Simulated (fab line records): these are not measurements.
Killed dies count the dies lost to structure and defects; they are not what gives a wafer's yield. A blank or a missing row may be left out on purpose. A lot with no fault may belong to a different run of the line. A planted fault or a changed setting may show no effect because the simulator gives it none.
Matching of chambers + flow n5 finfet + rie diel-01 running N5_GATE_CUT_ETCH_36: 4 sister chambers
The step etches SiARC in CF4, target depth 13 nm, time 21.7 s. 4 wafers are shown with their chamber, then 7 later ones without.

== WAFERS PAIRED WITH THEIR CHAMBERS ==
| wafer  | chamber | showerhead plenum p Torr (Torr) |
|--------|---------|---------------------------------|
| L082.1 | 3       | 2.19                            |
| L085.2 | 2       | 2.17                            |
| L085.6 | 0       | 2.11                            |
| L090.5 | 1       | 2.03                            |

== WAFERS WHOSE CHAMBER IS MISSING ==
| wafer  | showerhead plenum p Torr (Torr) |
|--------|---------------------------------|
| L090.6 | 2.17                            |
| L093.1 | 2.18                            |
| L093.4 | 2.03                            |
| L093.5 | 2.03                            |
| L094.1 | 2.03                            |
| L094.5 | 2.18                            |
| L094.6 | 2.11                            |

== CHAMBER TAKEN BY EACH ==
| wafer  | from the rows above     | in truth |
|--------|-------------------------|----------|
| L090.6 | 2                       | 2        |
| L093.1 | can't be placed: 3 or 2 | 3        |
| L093.4 | 1                       | 1        |
| L093.5 | 1                       | 1        |
| L094.1 | 1                       | 1        |
| L094.5 | can't be placed: 3 or 2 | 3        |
| L094.6 | 0                       | 0        |
Placed correctly: 5 of 7. Unplaceable from these rows: 2, with the true chamber sitting among the candidates in 2. Placed wrongly: 0.
How it was worked out, from the rows above alone: a wafer's distance from a chamber is the root of the sum, over the readings, of the square of ((its reading less the chamber's mean) divided by the reading's scatter). If the next closest chamber is less than 2 further off than the closest, the wafer can't be placed; otherwise it belongs to the closest. Each chamber's mean is taken over the wafers shown for it. The scatter: with one shown wafer a chamber, the root of the mean of the squares of how far each hidden wafer lies from its nearest shown one.
